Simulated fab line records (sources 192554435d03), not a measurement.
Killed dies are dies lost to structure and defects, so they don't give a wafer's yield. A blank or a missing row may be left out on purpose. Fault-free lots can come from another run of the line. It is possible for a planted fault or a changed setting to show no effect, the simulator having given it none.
Lot-split experiment | flow n5 finfet | 39 wafers read from 7 lots, route of 1938 steps

## THE SPLIT ITSELF
At N5_FIN_SAQP_ETCH_65 (etches SiO2 in CF4, target depth 4 nm, time 4.4 s), the setting time s was moved away from the recipe's 4.4 s on 15 of the 39 wafers read, by -10.0% to +17.4%. For the rest of the wafers, this setting stayed at what the recipe calls for.

Reading taken at the split's own step.

## THE READING
etch.depth nm (the simulator's own value, which no gauge read), in nm, at N5_FIN_SAQP_ETCH_65 (etches SiO2 in CF4, target depth 4 nm, time 4.4 s). The file does not state a usual value for it. Here, 24 wafers ran the recipe; their average is 4.019 nm with a standard deviation of 0.045 nm.

wafer  | tool, chamber at the split | time s as run, s | against the recipe | etch.depth nm, nm | against lot-mates on the recipe
L074.1 | rie si-01, 1               | 5.086            | +15.6%             | 4.677             | +0.627
L074.2 | rie si-01, 3               | 5.086            | +15.6%             | 4.623             | +0.573
L074.3 | rie si-01, 2               | 4.4              | recipe             | 4.089             | -
L074.4 | rie si-01, 0               | 5.086            | +15.6%             | 4.546             | +0.496
L074.5 | rie si-01, 2               | 4.4              | recipe             | 4.046             | -
L074.6 | rie si-01, 1               | 4.4              | recipe             | 4.015             | -
L075.1 | rie si-04, 3               | 4.4              | recipe             | 4.063             | -
L075.2 | rie si-04, 0               | 4.4              | recipe             | 4.013             | -
L075.3 | rie si-04, 1               | 4.784            | +8.7%              | 4.331             | +0.306
L075.4 | rie si-04, 2               | 4.4              | recipe             | 4                 | -
L075.5 | rie si-04, 2               | 4.784            | +8.7%              | 4.379             | +0.354
L075.6 | rie si-04, 3               | 4.784            | +8.7%              | 4.426             | +0.401
L077.1 | rie si-01, 2               | 5.165            | +17.4%             | 4.707             | +0.727
L077.2 | rie si-01, 0               | 5.165            | +17.4%             | 4.634             | +0.654
L077.3 | rie si-01, 1               | 4.4              | recipe             | 3.982             | -
L077.4 | rie si-01, 3               | 4.4              | recipe             | 3.937             | -
L077.5 | rie si-01, 1               | 4.4              | recipe             | 4.021             | -
L077.6 | rie si-01, 0               | 5.165            | +17.4%             | 4.598             | +0.618
L079.1 | rie si-01, 3               | 3.958            | -10.0%             | 3.6               | -0.419
L079.2 | rie si-01, 2               | 4.4              | recipe             | 4.06              | -
L079.3 | rie si-01, 0               | 4.4              | recipe             | 3.982             | -
L079.4 | rie si-01, 1               | 3.958            | -10.0%             | 3.639             | -0.380
L079.5 | rie si-01, 2               | 3.958            | -10.0%             | 3.673             | -0.346
L079.6 | rie si-01, 3               | 4.4              | recipe             | 4.014             | -
L081.1 | rie si-02, 3               | 4.4              | recipe             | 3.886             | -
L081.2 | rie si-02, 2               | 4.4              | recipe             | 4.027             | -
L081.3 | rie si-02, 1               | 5.166            | +17.4%             | 4.579             | +0.608
L081.4 | rie si-02, 1               | 5.166            | +17.4%             | 4.58              | +0.609
L081.5 | rie si-02, 3               | 5.166            | +17.4%             | 4.609             | +0.638
L081.6 | rie si-02, 2               | 4.4              | recipe             | 4.001             | -
L085.1 | rie si-04, 0               | 4.4              | recipe             | 4.014             | -
L085.2 | rie si-04, 2               | 4.4              | recipe             | 4.023             | -
L085.4 | rie si-04, 3               | 4.4              | recipe             | 4.065             | -
L089.1 | rie si-01, 0               | 4.4              | recipe             | 3.975             | -
L089.2 | rie si-01, 1               | 4.4              | recipe             | 4.068             | -
L089.3 | rie si-01, 2               | 4.4              | recipe             | 4.049             | -
L089.4 | rie si-01, 2               | 4.4              | recipe             | 4.059             | -
L089.5 | rie si-01, 0               | 4.4              | recipe             | 4.007             | -
L089.6 | rie si-01, 1               | 4.4              | recipe             | 4.055             | -

FIT RESULTS
A straight line over all 39 wafers: etch.depth nm changes by +0.0362 nm for each +1% of time s; r = +0.99; the points scatter about the line by 0.05 nm.
The same after taking each lot's own level away (the mean of its wafers on the recipe; 39 wafers): +0.0371 nm for each +1%; r = +0.99; scatter 0.04 nm.
That fit puts the effect of the largest move of time s on the reading at 0.65 nm.
The lots' own levels span 3.9713 to 4.0500 nm, that is 1.8 times the standard deviation above.
So the lot-to-lot level changes the slope little: the two slopes agree.
Check: for one of the wafers moved furthest among these (+17.4%), held out of the fit, the line's prediction against its lot-mates is +0.651 nm. Against them it came out at +0.608 nm.

## FILE'S OWN FIT
etch.depth nm changes by +0.0371 nm for each +1% of time s, r = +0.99.
